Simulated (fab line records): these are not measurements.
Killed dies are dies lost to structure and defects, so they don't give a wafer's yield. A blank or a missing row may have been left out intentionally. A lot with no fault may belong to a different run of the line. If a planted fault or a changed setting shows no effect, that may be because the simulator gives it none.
fab line records ; flow n5_finfet ; part 1 of 2: steps 1 to 16 of 26
record lots=5; wafers=15; last_day=18
route steps=1938 shown MOL_CONTACT_COAG@524
lots that met no fault: taken from a fault-free run of the same line
start_h: hours from the record's opening day to when the first of the lot's shown wafers began ; wait_h: hours from the lot's prior step to this one ; " repeats the value in the row above ; L1.1+2: several wafers, shown together as one row ; - no value, or no start given ; * or withheld: withheld ; < > ~ a bound
route shown NAME@n: a module of which the file shows steps, and the number in the route of the first ; usual: the fault-free wafers' mean and standard deviation ; same: alike in all rows ; chamber/n: place in a boat ; sites: each site's reading ; _std_site: the values' standard deviation ; _edge_site: inner sites' mean taken away from outer sites' mean ; radius_mm: how far each site lies from the wafer's centre ; mask NAME#n: copy n ; behind: the tool/chamber that last shaped the wafer ; hold: why the lot was held/for how many hours/how that ended ; device: transistor that didn't switch, given as n, p or np ; end of line: the route-end tests of the same wafers ; a step without rows: its recipe alone ; killed: the dies lost at the first sort to structure and to defects; this is not the yield of the wafer ; map: per-die view of a wafer (x killed, . not killed, _ where there is no die)
set.NAME: the setting as run; set.NAME@STEP: as run at that earlier step ; model.NAME: the simulator's own value behind a step, which no gauge read
certain route steps with their lots: each step a table, each wafer a row
services: from which hour (start_h, from the record's first day; less than 0 if before it) a tool's chamber was out of use, for how many hours, and why
## steps
# step N5_MOL_CONTACT_COAG_PEB_06
# recipe peb_temp_c=100; peb_time_s=60; resist=CAR-EUV
# usual exhaust_pa=45.0/0.89
lot.wafer;tool;chamber;start_h;wait_h;exhaust_pa
L081.2;litho_track-02;0;132.29;0.0;44.4
L081.3;litho_track-02;0;132.29;0.0;45.5
L081.5;litho_track-02;0;132.29;0.0;44.3
L082.3;litho_track-02;0;138.19;0.0;44.6
L082.4;litho_track-02;0;138.19;0.0;45.2
L082.6;litho_track-02;0;138.19;0.0;45.1
L088.2;litho_track-03;0;175.03;0.0;44.1
L088.4;litho_track-03;0;175.03;0.0;44.7
L088.6;litho_track-03;0;175.03;0.0;44.2
L095.1;litho_track-02;0;217.45;0.1;46.6
L095.5;litho_track-02;0;217.45;0.1;46.0
L095.6;litho_track-02;0;217.45;0.1;45.6
L096.1;litho_track-02;0;224.30;0.1;45.0
L096.4;litho_track-02;0;224.30;0.1;46.2
L096.5;litho_track-02;0;224.30;0.1;45.4
# step N5_MOL_CONTACT_COAG_DEVELOP_07
# recipe develop_time_s=30; developer=TMAH; resist=CAR-EUV; rinse_liquid=surfactant_rinse; dry=air_spin; dev_temp_c=23
# usual exhaust_pa=44.9/0.97
lot.wafer;tool;chamber;start_h;wait_h;exhaust_pa
L081.2;litho_track-02;0;-;-;47.4
L081.3;litho_track-02;0;-;-;45.2
L081.5;litho_track-02;0;-;-;47.2
L082.3;litho_track-02;0;-;-;45.7
L082.4;litho_track-02;0;-;-;45.0
L082.6;litho_track-02;0;-;-;45.2
L088.2;litho_track-03;0;-;-;44.8
L088.4;litho_track-03;0;-;-;45.5
L088.6;litho_track-03;0;-;-;46.2
L095.1;litho_track-02;0;-;-;44.9
L095.5;litho_track-02;0;-;-;45.0
L095.6;litho_track-02;0;-;-;45.7
L096.1;litho_track-02;0;-;-;44.9
L096.4;litho_track-02;0;-;-;45.3
L096.5;litho_track-02;0;-;-;45.1
# step N5_MOL_CONTACT_COAG_CD_MEAS_08
# recipe target_cd_nm=28; landing_energy_ev=500; detector=se_inlens; polarity=opening
# usual cd_nm=28.00/0.25
lot.wafer;tool;chamber;start_h;wait_h;cd_nm
L081.2;cd_sem-03;0;132.36;-;27.78
L081.3;cd_sem-03;0;132.36;-;27.84
L081.5;cd_sem-03;0;132.36;-;28.06
L082.3;cd_sem-03;0;138.26;-;28.26
L082.4;cd_sem-03;0;138.26;-;27.79
L082.6;cd_sem-03;0;138.26;-;28.06
L088.2;cd_sem-01;0;175.10;-;27.78
L088.4;cd_sem-01;0;175.10;-;28.15
L088.6;cd_sem-01;0;175.10;-;28.31
L095.1;cd_sem-02;0;217.52;-;28.01
L095.5;cd_sem-02;0;217.52;-;27.69
L095.6;cd_sem-02;0;217.52;-;27.46
L096.1;cd_sem-02;0;224.36;-;27.67
L096.4;cd_sem-02;0;224.36;-;28.46
L096.5;cd_sem-02;0;224.36;-;28.60
# step N5_MOL_CONTACT_COAG_OVL_MEAS_09
# recipe points_per_wafer=522
# usual CA_OVL=0.1/0.77
lot.wafer;tool;chamber;start_h;wait_h;CA_OVL[nm]
L081.2;overlay-02;0;132.40;0.0;0.7
L081.3;overlay-02;0;132.40;0.0;0.4
L081.5;overlay-02;0;132.40;0.0;0.0
L082.3;overlay-01;0;138.30;0.0;-0.3
L082.4;overlay-01;0;138.30;0.0;-0.9
L082.6;overlay-01;0;138.30;0.0;0.0
L088.2;overlay-01;0;175.13;0.0;-0.3
L088.4;overlay-01;0;175.13;0.0;-0.2
L088.6;overlay-01;0;175.13;0.0;-0.7
L095.1;overlay-02;0;217.55;0.0;-0.4
L095.5;overlay-02;0;217.55;0.0;-0.2
L095.6;overlay-02;0;217.55;0.0;0.8
L096.1;overlay-01;0;224.39;0.0;0.6
L096.4;overlay-01;0;224.39;0.0;-0.1
L096.5;overlay-01;0;224.39;0.0;0.1
# step N5_MOL_CONTACT_COAG_INSPECT_10
# recipe mode=adi; inspect_instrument=brightfield
# usual raw_defect_count=62/27
lot.wafer;tool;chamber;start_h;wait_h;raw_defect_count
L081.2;defect_inspect-02;-;132.45;0.0;44
L081.3;defect_inspect-02;-;132.45;0.0;60
L081.5;defect_inspect-02;-;132.45;0.0;75
L082.3;defect_inspect-02;-;138.35;0.0;68
L082.4;defect_inspect-02;-;138.35;0.0;63
L082.6;defect_inspect-02;-;138.35;0.0;50
L088.2;defect_inspect-02;-;175.19;0.0;40
L088.4;defect_inspect-02;-;175.19;0.0;48
L088.6;defect_inspect-02;-;175.19;0.0;68
L095.1;defect_inspect-02;-;217.60;0.1;54
L095.5;defect_inspect-02;-;217.60;0.1;29
L095.6;defect_inspect-02;-;217.60;0.1;54
L096.1;defect_inspect-02;-;224.45;0.1;127
L096.4;defect_inspect-02;-;224.45;0.1;97
L096.5;defect_inspect-02;-;224.45;0.1;126
# step N5_MOL_CONTACT_COAG_DESCUM_13
# recipe chemistry=O2; time_s=7; source_power_w=50; bias_power_w=20; pressure_mtorr=20; rf_frequency_hz=2.712e+07; temp_c=40; resist=CAR-EUV; o2_flow_sccm=225
# usual drypump_motor_current_A=5.6/0.51; oes_product_au=0.82/0.11; rf_vpp_V=242.8/1.5; showerhead_plenum_p_Torr=2.07/0.074; throttle_valve_pct=20.37/0.25
lot.wafer;tool;chamber;start_h;wait_h;drypump_motor_current_A;oes_product_au;rf_hours_counter_h;rf_vpp_V;showerhead_plenum_p_Torr;throttle_valve_pct
L081.2;rie_diel-06;1;132.48;0.0;4.9;0.83;105;243.0;2.11;20.19
L081.3;rie_diel-06;0;132.48;0.0;5.5;0.69;251;240.9;1.98;20.76
L081.5;rie_diel-06;0;132.48;0.0;5.5;0.69;-;240.4;1.98;20.76
L082.3;rie_diel-02;2;138.38;0.0;5.4;0.68;250;239.6;1.98;20.70
L082.4;rie_diel-02;3;138.38;0.0;6.6;0.69;202;241.4;1.97;20.04
L082.6;rie_diel-02;3;138.38;0.0;6.6;0.69;-;242.3;1.97;20.04
L088.2;rie_diel-06;1;175.39;0.2;4.9;0.80;121;243.5;2.10;20.20
L088.4;rie_diel-06;2;175.39;0.2;5.5;0.86;58;242.6;2.12;20.66
L088.6;rie_diel-06;2;175.39;0.2;5.5;0.85;-;243.8;2.12;20.68
L095.1;rie_diel-01;3;218.64;1.0;6.1;0.90;29;241.9;2.07;20.55
L095.5;rie_diel-01;3;218.64;1.0;6.0;0.89;-;242.8;2.07;20.53
L095.6;rie_diel-01;2;218.64;1.0;5.1;0.96;-;242.1;2.06;19.92
L096.1;rie_diel-02;2;224.52;0.1;5.4;0.92;23;245.3;2.23;20.35
L096.4;rie_diel-02;0;224.52;0.1;5.6;0.70;-;240.3;1.99;20.53
L096.5;rie_diel-02;3;224.52;0.1;6.6;0.67;-;240.8;1.96;20.06
# step N5_MOL_CONTACT_COAG_ETCH_59
# recipe chemistry=N2/H2; target=underlayer; target_depth_a=130; mask_material=CAR-EUV; time_s=10.4; ion_energy_ev=200; pressure_mtorr=30; source_w=840; bias_w=150; n2_flow_sccm=200; h2_flow_sccm=200; ends=cleared
# usual drypump_motor_current_A=5.6/0.51; etch_rf_on_time_s=10.41/0.24; oes_product_au=0.70/0.092; rf_vpp_V=523.1/2.6; showerhead_plenum_p_Torr=2.52/0.086; throttle_valve_pct=17.81/0.23
lot.wafer;tool;chamber;start_h;wait_h;drypump_motor_current_A;etch_rf_on_time_s;oes_product_au;rf_hours_counter_h;rf_vpp_V;showerhead_plenum_p_Torr;throttle_valve_pct
L081.2;rie_diel-06;1;132.52;0.0;4.9;10.44;0.69;105;522.8;2.56;17.58
L081.3;rie_diel-06;0;132.52;0.0;5.5;10.50;0.59;251;520.0;2.40;18.25
L081.5;rie_diel-06;0;132.52;0.0;5.5;10.60;0.59;-;520.3;2.40;18.25
L082.3;rie_diel-02;2;138.42;0.0;5.4;10.63;0.57;250;520.3;2.40;18.13
L082.4;rie_diel-02;3;138.42;0.0;6.5;10.46;0.59;202;519.6;2.44;17.85
L082.6;rie_diel-02;3;138.42;0.0;6.5;10.40;0.59;-;520.2;2.44;17.86
L088.2;rie_diel-06;1;175.43;0.0;4.9;10.49;0.68;121;524.7;2.55;17.60
L088.4;rie_diel-06;2;175.43;0.0;5.5;10.40;0.73;58;525.4;2.58;18.03
L088.6;rie_diel-06;2;175.43;0.0;5.5;10.29;0.73;-;525.1;2.58;18.03
L095.1;rie_diel-01;3;218.68;0.0;6.1;10.14;0.76;29;521.4;2.49;17.76
L095.5;rie_diel-01;3;218.68;0.0;6.1;10.15;0.76;-;522.8;2.49;17.77
L095.6;rie_diel-01;2;218.68;0.0;5.2;10.23;0.81;-;525.0;2.49;17.39
L096.1;rie_diel-02;2;224.56;0.0;5.4;10.44;0.78;23;528.2;2.71;17.75
L096.4;rie_diel-02;0;224.56;0.0;5.6;10.40;0.61;-;520.6;2.42;18.06
L096.5;rie_diel-02;3;224.56;0.0;6.6;10.48;0.57;-;519.5;2.43;17.89
# step N5_MOL_CONTACT_COAG_ETCH_105
# recipe chemistry=CF4; target=SiARC; target_depth_a=156; mask_material=CAR-EUV; time_s=26; ion_energy_ev=80; pressure_mtorr=40; source_w=545; bias_w=36; Ar_flow_sccm=100; cf4_flow_sccm=100; ends=cleared
# usual drypump_motor_current_A=5.6/0.51; etch_rf_on_time_s=26.0/0.6; mfc_ar_sccm=100.01/0.29; oes_product_au=0.70/0.092; rf_vpp_V=183.8/1.1; showerhead_plenum_p_Torr=2.12/0.068; throttle_valve_pct=15.55/0.23
lot.wafer;tool;chamber;start_h;wait_h;drypump_motor_current_A;etch_rf_on_time_s;mfc_ar_sccm;oes_product_au;rf_hours_counter_h;rf_vpp_V;showerhead_plenum_p_Torr;throttle_valve_pct
L081.2;rie_diel-06;1;132.54;0.0;4.9;26.4;99.65;0.69;105;184.7;2.16;15.37
L081.3;rie_diel-06;0;132.54;0.0;5.5;26.3;99.92;0.59;251;181.9;2.02;15.85
L081.5;rie_diel-06;0;132.54;0.0;5.5;26.4;99.92;0.59;-;183.1;2.02;15.84
L082.3;rie_diel-02;2;138.44;0.0;5.4;26.3;100.18;0.58;250;183.3;2.02;15.92
L082.4;rie_diel-02;3;138.44;0.0;6.6;25.8;100.22;0.60;202;182.6;2.04;15.46
L082.6;rie_diel-02;3;138.44;0.0;6.6;25.6;100.01;0.60;-;182.8;2.04;15.47
L088.2;rie_diel-06;1;175.45;0.0;4.9;26.2;99.49;0.68;121;183.6;2.16;15.41
L088.4;rie_diel-06;2;175.45;0.0;5.5;25.5;100.01;0.73;58;185.3;2.16;15.81
L088.6;rie_diel-06;2;175.45;0.0;5.5;25.6;99.87;0.73;-;184.0;2.16;15.80
L095.1;rie_diel-01;3;218.69;0.0;6.1;25.6;100.13;0.76;29;182.5;2.11;15.63
L095.5;rie_diel-01;3;218.69;0.0;6.1;25.4;100.17;0.77;-;183.4;2.11;15.63
L095.6;rie_diel-01;2;218.69;0.0;5.2;25.7;100.07;0.81;-;184.1;2.10;15.11
L096.1;rie_diel-02;2;224.58;0.0;5.4;26.3;99.31;0.78;23;185.9;2.27;15.45
L096.4;rie_diel-02;0;224.58;0.0;5.6;26.0;99.98;0.61;-;183.1;2.03;15.71
L096.5;rie_diel-02;3;224.58;0.0;6.5;26.1;99.70;0.58;-;182.9;2.04;15.52
# step N5_MOL_CONTACT_COAG_ETCH_106
# recipe chemistry=N2/H2; target=SOC; target_depth_a=800; overetch_a=160; mask_material=SiARC; temp_c=40; time_s=120; ion_energy_ev=200; pressure_mtorr=30; source_w=840; bias_w=150; n2_flow_sccm=200; h2_flow_sccm=200
# usual drypump_motor_current_A=5.6/0.51; oes_product_au=0.73/0.09; rf_vpp_V=523.2/2.5; showerhead_plenum_p_Torr=2.52/0.086; throttle_valve_pct=17.79/0.23
lot.wafer;tool;chamber;start_h;wait_h;drypump_motor_current_A;oes_product_au;rf_hours_counter_h;rf_vpp_V;showerhead_plenum_p_Torr;throttle_valve_pct
L081.2;rie_diel-06;1;132.57;0.0;4.9;0.73;105;524.0;2.56;17.54
L081.3;rie_diel-06;0;132.57;0.0;5.6;0.62;251;519.7;2.40;18.21
L081.5;rie_diel-06;0;132.57;0.0;5.6;0.62;-;520.8;2.40;18.20
L082.3;rie_diel-02;2;138.46;0.0;5.4;0.62;250;521.8;2.40;18.14
L082.4;rie_diel-02;3;138.46;0.0;6.5;0.62;202;519.6;2.44;17.82
L082.6;rie_diel-02;3;138.46;0.0;6.5;0.63;-;520.7;2.44;17.83
L088.2;rie_diel-06;1;175.47;0.0;5.0;0.72;121;524.8;2.55;17.57
L088.4;rie_diel-06;2;175.47;0.0;5.5;0.76;58;524.9;2.58;18.01
L088.6;rie_diel-06;2;175.47;0.0;5.5;0.76;-;525.2;2.58;18.02
L095.1;rie_diel-01;3;218.72;0.0;6.1;0.80;29;522.9;2.49;17.74
L095.5;rie_diel-01;3;218.72;0.0;6.0;0.79;-;522.7;2.49;17.74
L095.6;rie_diel-01;2;218.72;0.0;5.1;0.84;-;522.1;2.49;17.35
L096.1;rie_diel-02;2;224.61;0.0;5.4;0.82;23;528.1;2.71;17.74
L096.4;rie_diel-02;0;224.61;0.0;5.6;0.64;-;520.1;2.42;18.03
L096.5;rie_diel-02;3;224.61;0.0;6.6;0.61;-;520.7;2.43;17.87
# step N5_MOL_CONTACT_COAG_STRIP_107
# recipe chemistry=N2/H2; temp_c=40; n2_flow_sccm=200; h2_flow_sccm=200; rf_frequency_hz=6e+07
lot.wafer;tool;chamber;start_h;wait_h
L081.2+3+5;rie_diel-06;1,0,0;132.65;0.0
L082.3+4+6;rie_diel-02;2,3,3;138.54;0.0
L088.2+4+6;rie_diel-06;1,2,2;175.55;0.0
L095.1+5+6;rie_diel-01;3,3,2;218.80;0.0
L096.1+4+5;rie_diel-02;2,0,3;224.69;0.0
# step N5_MOL_CONTACT_COAG_STRIP_108
# recipe chemistry=N2/H2; temp_c=40; n2_flow_sccm=200; h2_flow_sccm=200; rf_frequency_hz=6e+07
lot.wafer;tool;chamber;start_h;wait_h
L081.2+3+5;rie_diel-06;1,0,0;132.66;0.0
L082.3+4+6;rie_diel-02;2,3,3;138.55;0.0
L088.2+4+6;rie_diel-06;1,2,2;175.56;0.0
L095.1+5+6;rie_diel-01;3,3,2;218.81;0.0
L096.1+4+5;rie_diel-02;2,0,3;224.70;0.0
# step N5_MOL_CONTACT_COAG_CONTACT_ETCH_14
# recipe chemistry=C4F6/O2; target=SiO2; target_depth_a=275; overetch_a=85; mask_material=SOC; pressure_mtorr=30; source_w=370; bias_w=185; Ar_flow_sccm=300; C4F6_flow_sccm=16; O2_flow_sccm=10; time_s=20; ion_energy_ev=259.6
# usual drypump_motor_current_A=5.6/0.51; mfc_ar_sccm=300.0/0.93; oes_product_au=0.70/0.086; rf_vpp_V=692/3.3; showerhead_plenum_p_Torr=2.85/0.094; throttle_valve_pct=21.21/0.23
lot.wafer;tool;chamber;start_h;wait_h;drypump_motor_current_A;mfc_ar_sccm;oes_product_au;rf_hours_counter_h;rf_vpp_V;showerhead_plenum_p_Torr;throttle_valve_pct
L081.2;rie_diel-06;1;132.67;0.0;4.9;298.2;0.70;105;694;2.91;21.04
L081.3;rie_diel-06;2;132.67;0.0;5.5;300.9;0.74;46;694;2.90;21.41
L081.5;rie_diel-06;1;132.67;0.0;4.9;299.5;0.70;-;693;2.91;21.05
L082.3;rie_diel-02;2;138.56;0.0;5.4;300.8;0.59;250;688;2.73;21.53
L082.4;rie_diel-02;3;138.56;0.0;6.5;300.1;0.59;202;687;2.73;20.97
L082.6;rie_diel-02;3;138.56;0.0;6.6;299.0;0.59;-;688;2.73;20.97
L088.2;rie_diel-06;1;175.57;0.0;4.9;300.8;0.68;121;695;2.90;21.07
L088.4;rie_diel-06;2;175.57;0.0;5.5;300.1;0.72;58;694;2.90;21.43
L088.6;rie_diel-06;2;175.57;0.0;5.5;301.5;0.72;-;693;2.90;21.42
L095.1;rie_diel-01;3;218.82;0.0;6.1;300.7;0.76;30;692;2.84;21.37
L095.5;rie_diel-01;3;218.82;0.0;6.1;299.6;0.75;-;691;2.84;21.36
L095.6;rie_diel-01;2;218.82;0.0;5.1;299.8;0.80;-;690;2.82;20.74
L096.1;rie_diel-02;2;224.71;0.0;5.4;299.9;0.79;23;699;3.06;21.19
L096.4;rie_diel-02;0;224.71;0.0;5.6;299.3;0.61;-;688;2.72;21.25
L096.5;rie_diel-02;3;224.71;0.0;6.6;300.7;0.58;-;688;2.72;20.99
# step N5_MOL_CONTACT_COAG_STRIP_109
# recipe chemistry=C4F6/O2; resist=SiARC; rf_frequency_hz=6e+07
lot.wafer;tool;chamber;start_h;wait_h
L081.2+3+5;rie_diel-06;0,1,0;132.69;0.0
L082.3+4+6;rie_diel-02;2,3,3;138.59;0.0
L088.2+4+6;rie_diel-06;1,2,2;175.60;0.0
L095.1+5+6;rie_diel-01;3,3,2;218.85;0.0
L096.1+4+5;rie_diel-02;2,0,3;224.73;0.0
# step N5_MOL_CONTACT_COAG_ETCH_15
# recipe chemistry=CH3F/O2; target=SiNx; target_depth_a=70; mask_material=SOC; stop_on=Si:P; over_etch_frac=0.75; ion_energy_ev=120; pressure_mtorr=30; source_w=395; bias_w=73; Ar_flow_sccm=150; CH3F_flow_sccm=30; O2_flow_sccm=20
# usual drypump_motor_current_A=5.6/0.51; mfc_ar_sccm=150.1/0.47; oes_product_au=0.60/0.075; rf_vpp_V=295/5.9; showerhead_plenum_p_Torr=1.98/0.069; throttle_valve_pct=16.27/0.23
lot.wafer;tool;chamber;start_h;wait_h;drypump_motor_current_A;mfc_ar_sccm;oes_product_au;rf_hours_counter_h;rf_vpp_V;showerhead_plenum_p_Torr;throttle_valve_pct
L081.2;rie_diel-06;0;132.71;0.0;5.5;149.6;0.51;251;282;1.88;16.60
L081.3;rie_diel-06;1;132.71;0.0;4.9;149.1;0.60;-;302;2.02;16.12
L081.5;rie_diel-06;0;132.71;0.0;5.5;150.1;0.51;-;282;1.88;16.61
L082.3;rie_diel-02;2;138.60;0.0;5.4;150.1;0.50;250;295;1.89;16.64
L082.4;rie_diel-02;3;138.60;0.0;6.5;149.3;0.52;202;292;1.90;16.12
L082.6;rie_diel-02;3;138.60;0.0;6.5;149.1;0.51;-;291;1.90;16.13
L088.2;rie_diel-06;1;175.61;0.0;4.9;150.2;0.60;121;303;2.02;16.15
L088.4;rie_diel-06;2;175.61;0.0;5.5;151.0;0.62;58;296;2.02;16.48
L088.6;rie_diel-06;2;175.61;0.0;5.5;150.8;0.63;-;297;2.02;16.48
L095.1;rie_diel-01;3;218.86;0.0;6.1;150.1;0.65;30;294;1.97;16.35
L095.5;rie_diel-01;3;218.86;0.0;6.1;150.1;0.65;-;294;1.97;16.36
L095.6;rie_diel-01;2;218.86;0.0;5.1;149.3;0.69;-;303;1.96;15.81
L096.1;rie_diel-02;2;224.74;0.0;5.4;150.2;0.68;23;297;2.13;16.21
L096.4;rie_diel-02;0;224.74;0.0;5.5;149.7;0.53;-;288;1.89;16.41
L096.5;rie_diel-02;3;224.74;0.0;6.6;150.0;0.50;-;291;1.89;16.17
# step N5_MOL_CONTACT_COAG_ETCH_110
# recipe chemistry=CF4/O2; target=Si; target_depth_a=25; time_s=8; pressure_mtorr=100; source_w=200; bias_w=12; ion_energy_ev=60; Ar_flow_sccm=100; cf4_flow_sccm=100; O2_flow_sccm=10
# usual drypump_motor_current_A=5.6/0.51; mfc_ar_sccm=100.0/0.31; oes_product_au=0.81/0.11; rf_vpp_V=126.2/3; showerhead_plenum_p_Torr=2.20/0.07; throttle_valve_pct=10.69/0.27
lot.wafer;tool;chamber;start_h;wait_h;drypump_motor_current_A;mfc_ar_sccm;oes_product_au;rf_hours_counter_h;rf_vpp_V;showerhead_plenum_p_Torr;throttle_valve_pct
L081.2;rie_diel-06;0;132.80;0.1;5.5;99.8;0.68;251;119.9;2.10;11.10
L081.3;rie_diel-06;1;132.80;0.1;4.9;100.2;0.81;-;131.6;2.25;10.50
L081.5;rie_diel-06;0;132.80;0.1;5.5;99.8;0.68;-;120.7;2.10;11.10
L082.3;rie_diel-02;2;138.66;0.0;5.4;99.8;0.67;250;126.4;2.11;11.16
L082.4;rie_diel-02;3;138.66;0.0;6.5;100.2;0.70;202;125.5;2.12;10.72
L082.6;rie_diel-02;3;138.66;0.0;6.5;100.4;0.70;-;125.5;2.12;10.72
L088.2;rie_diel-06;1;175.67;0.0;4.9;99.5;0.80;121;129.8;2.24;10.58
L088.4;rie_diel-06;2;175.67;0.0;5.5;100.4;0.85;58;128.1;2.24;10.81
L088.6;rie_diel-06;2;175.67;0.0;5.5;100.2;0.85;-;128.5;2.24;10.84
L095.1;rie_diel-01;3;218.92;0.0;6.0;99.9;0.89;30;126.8;2.19;10.65
L095.5;rie_diel-01;3;218.92;0.0;6.0;100.2;0.89;-;127.9;2.19;10.63
L095.6;rie_diel-01;2;218.92;0.0;5.1;100.0;0.96;-;128.0;2.18;10.19
L096.1;rie_diel-02;2;224.80;0.0;5.4;100.2;0.91;23;127.8;2.36;10.49
L096.4;rie_diel-02;0;224.80;0.0;5.6;99.8;0.72;-;123.0;2.12;10.95
L096.5;rie_diel-02;3;224.80;0.0;6.6;100.0;0.68;-;124.6;2.11;10.78
# step N5_MOL_CONTACT_COAG_STRIP_98
# recipe chemistry=N2/H2; power_w=500; temp_c=40; pressure_mtorr=50; rf_frequency_hz=6e+07; overash_fraction=0.3; bias_power_w=8; h2_frac=0.5; n2_flow_sccm=300; h2_flow_sccm=300
# usual drypump_motor_current_A=5.6/0.51; oes_product_au=0.81/0.11; power_w=500.2/1.6; rf_vpp_V=53.9/1.6; showerhead_plenum_p_Torr=3.32/0.11; throttle_valve_pct=18.90/0.27
lot.wafer;tool;chamber;start_h;wait_h;drypump_motor_current_A;oes_product_au;power_w;rf_hours_counter_h;rf_vpp_V;showerhead_plenum_p_Torr;throttle_valve_pct
L081.2;rie_diel-06;0;132.87;0.0;5.6;0.69;501.5;251;52.2;3.18;19.50
L081.3;rie_diel-06;1;132.87;0.0;4.9;0.83;498.9;-;56.0;3.38;18.67
L081.5;rie_diel-06;0;132.87;0.0;5.5;0.71;501.8;-;53.9;3.18;19.49
L082.3;rie_diel-02;2;138.71;0.0;5.4;0.67;499.8;250;53.1;3.18;19.09
L082.4;rie_diel-02;3;138.71;0.0;6.6;0.69;499.4;202;54.5;3.23;19.16
L082.6;rie_diel-02;3;138.71;0.0;6.6;0.69;499.4;-;52.9;3.23;19.18
L088.2;rie_diel-06;1;175.72;0.0;4.9;0.80;500.3;121;56.3;3.37;18.67
L088.4;rie_diel-06;2;175.72;0.0;5.5;0.84;501.1;58;54.8;3.41;18.82
L088.6;rie_diel-06;2;175.72;0.0;5.5;0.85;498.9;-;54.0;3.41;18.86
L095.1;rie_diel-01;3;218.97;0.0;6.1;0.89;499.2;30;51.3;3.29;18.72
L095.5;rie_diel-01;3;218.97;0.0;6.1;0.90;498.9;-;53.2;3.29;18.73
L095.6;rie_diel-01;2;218.97;0.0;5.2;0.94;498.7;-;53.2;3.29;18.64
L096.1;rie_diel-02;2;224.85;0.0;5.4;0.91;502.3;23;54.5;3.58;18.74
L096.4;rie_diel-02;0;224.85;0.0;5.6;0.71;501.4;-;51.8;3.20;19.44
L096.5;rie_diel-02;3;224.85;0.0;6.5;0.67;497.6;-;52.2;3.22;19.22
